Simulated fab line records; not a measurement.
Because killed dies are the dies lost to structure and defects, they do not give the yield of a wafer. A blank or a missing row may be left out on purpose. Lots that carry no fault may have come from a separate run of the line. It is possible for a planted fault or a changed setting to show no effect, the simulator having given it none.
A struck lot beside a sound one	flow nand-harc	13 steps out of a route of 1159
Sound: these wafers, L974.3, L974.5, L974.6. Wafers L962.2, L962.3, L962.5 were the ones struck. The cause is named last.
At each step with rows: each side's tool, then ch and its chambers, then its first start. Under that, the readings that differ: sound wafers	struck wafers	difference of the means	sigmas: that difference in standard deviations of wafers without a fault.
alike: a reading whose means differ by less than 2 such deviations, as well as words and numbers matching on both sides. not compared: withheld readings; readings where some wafer has no value; bounds like >300 that might hide an equal value; numbers whose values overlap and for which the record gives no deviation.
A row with sigmas, a row that says differs or no value, or rows on one side alone: a step with any of these is where the two part. Numbers that have no deviation but don't overlap get no sigmas and don't part them. A reading that every wafer of one side lacks parts them only if that side has two wafers or more.

NHARC_THIN_TSV_CMP_21: polishes, t overpolish 30 s, target thk 2000 nm.
  sound on cmp-03 ch 0,3, day 23 05:11; struck on cmp-03 ch 1,2,3, day 22 04:39
  alike: motor-current-A, overpolish-run-s, slurry-flow-ml-min
next, for these wafers, 1 step has no rows: NHARC_THIN_TSV_SRD_23.
NHARC_THIN_TSV_DEGAS_53: time 60 s.
  sound on pvd-sputter-01, day 23 05:39; struck on pvd-sputter-02, day 22 05:13
  alike: heater-power-w
NHARC_THIN_TSV_PRE_CLEAN_54: time 30 s.
  sound on pvd-sputter-01, day 23 05:43; struck on pvd-sputter-02, day 22 05:21
  alike: heater-power-w
then, 7 steps without rows for these wafers: NHARC_THIN_TSV_PVD_55 (deposits TiN, target thk 50 nm); NHARC_THIN_TSV_PVD_24 (deposits Al, target thk 800 nm); NHARC_THIN_TSV_DEHYDRATE_25 (time 120 s); NHARC_THIN_TSV_HMDS_26 (time 30 s); NHARC_THIN_TSV_COAT_27; NHARC_THIN_TSV_SOFTBAKE_28 (time 95 s); NHARC_THIN_TSV_EBR_29.
NHARC_THIN_TSV_EXPOSE_30: exposes mask PAD.
  struck on krf-scanner-02, day 22 06:17; sound on krf-scanner-04 ch 0, day 23 06:29
  no value came back on the struck wafers for exposure-dose-mJ-cm2, focus-offset-nm (nm), reticle-temp-C (C); on the sound wafers exposure-dose-mJ-cm2 reads 11.480 11.478 11.465
  alike: mask
then, 1 step without rows for these wafers: NHARC_THIN_TSV_PEB_31 (peb time 85 s).

== WHERE THEY PART ==
Only at NHARC_THIN_TSV_EXPOSE_30, within this record.

WHY: whatever the simulator had introduced
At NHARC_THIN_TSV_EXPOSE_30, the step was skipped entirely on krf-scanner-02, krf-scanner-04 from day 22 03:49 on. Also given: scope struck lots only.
